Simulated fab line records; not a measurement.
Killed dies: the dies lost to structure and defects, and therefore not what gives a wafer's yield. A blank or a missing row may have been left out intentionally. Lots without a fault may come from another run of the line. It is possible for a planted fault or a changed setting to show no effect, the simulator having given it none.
Chamber matching + flow n5_finfet + 4 sister chambers for N5_FIN_SAQP_SPACER1_ALD_24 on ald_sin-03
The step deposits SiO2, target thk 20.3 nm, pulse time 1 s, purge time 2 s. 18 wafers are shown with their chamber, then 9 later ones without.

## EACH WAFER AND ITS CHAMBER
| wafer  | chamber | heater_power_w (W) | heater_power_outer_w (W) | precursor_pulse_height_rel |
|--------|---------|--------------------|--------------------------|----------------------------|
| L079.1 | 3       | 558                | 301                      | 1.002                      |
| L079.2 | 2       | 476                | 267                      | 0.997                      |
| L079.6 | 0       | 415                | 224                      | 1.015                      |
| L081.2 | 0       | 432                | 210                      | 1.022                      |
| L081.3 | 1       | 478                | 297                      | 1.003                      |
| L081.4 | 2       | 475                | 259                      | 0.989                      |
| L082.1 | 1       | 478                | 293                      | 0.995                      |
| L082.3 | 3       | 543                | 301                      | 1.007                      |
| L082.6 | 2       | 475                | 269                      | 1.000                      |
| L083.2 | 3       | 555                | 305                      | 0.977                      |
| L083.3 | 0       | 436                | 220                      | 1.011                      |
| L083.6 | 3       | 550                | 309                      | 0.971                      |
| L086.4 | 0       | 419                | 219                      | 0.980                      |
| L086.5 | 0       | 419                | 215                      | 0.992                      |
| L086.6 | 1       | 488                | 299                      | 1.027                      |
| L088.1 | 0       | 422                | 212                      | 0.987                      |
| L088.4 | 1       | 483                | 301                      | 1.004                      |
| L088.6 | 3       | 551                | 314                      | 1.007                      |

SIGNATURES, as means of the wafers listed above
| reading                    | chamber 0 | chamber 1 | chamber 2 | chamber 3 | scatter within a chamber |
|----------------------------|-----------|-----------|-----------|-----------|--------------------------|
| heater_power_w             | 423.83    | 481.75    | 475.33    | 551.40    | 6.22                     |
| heater_power_outer_w       | 216.67    | 297.50    | 265.00    | 306.00    | 5.03                     |
| precursor_pulse_height_rel | 1.00117   | 1.00725   | 0.99533   | 0.99280   | 0.0154                   |
Rule: a wafer lies at a distance from a chamber equal to the root of the sum of squares, over the readings, of (its reading less the chamber's mean, divided by the reading's scatter). If the next closest chamber is less than 2 further off than the closest, the wafer can't be placed; otherwise it belongs to the closest. The scatter is the square root of a quotient: the sum, over the shown wafers, of each reading's squared deviation from its chamber's mean, divided by wafers minus chambers.

## WAFERS MISSING THEIR CHAMBER
| wafer  | heater_power_w (W) | heater_power_outer_w (W) | precursor_pulse_height_rel |
|--------|--------------------|--------------------------|----------------------------|
| L090.2 | 548                | 304                      | 0.993                      |
| L090.3 | 492                | 300                      | 1.001                      |
| L090.5 | 431                | 221                      | 1.010                      |
| L094.1 | 433                | 221                      | 0.943                      |
| L094.5 | 570                | 315                      | 1.025                      |
| L094.6 | 490                | 273                      | 0.994                      |
| L096.1 | 478                | 305                      | 1.003                      |
| L096.2 | 479                | 265                      | 1.017                      |
| L096.6 | 560                | 311                      | 1.009                      |

## WHICH CHAMBER EACH WENT THROUGH
| wafer  | from the rows above | in truth |
|--------|---------------------|----------|
| L090.2 | 3                   | 3        |
| L090.3 | 1                   | 1        |
| L090.5 | 0                   | 0        |
| L094.1 | 0                   | 0        |
| L094.5 | 3                   | 3        |
| L094.6 | 2                   | 2        |
| L096.1 | 1                   | 1        |
| L096.2 | 2                   | 2        |
| L096.6 | 3                   | 3        |
Correctly placed: 9 of 9. From these rows, 0 cannot be placed. Wrongly placed: 0.
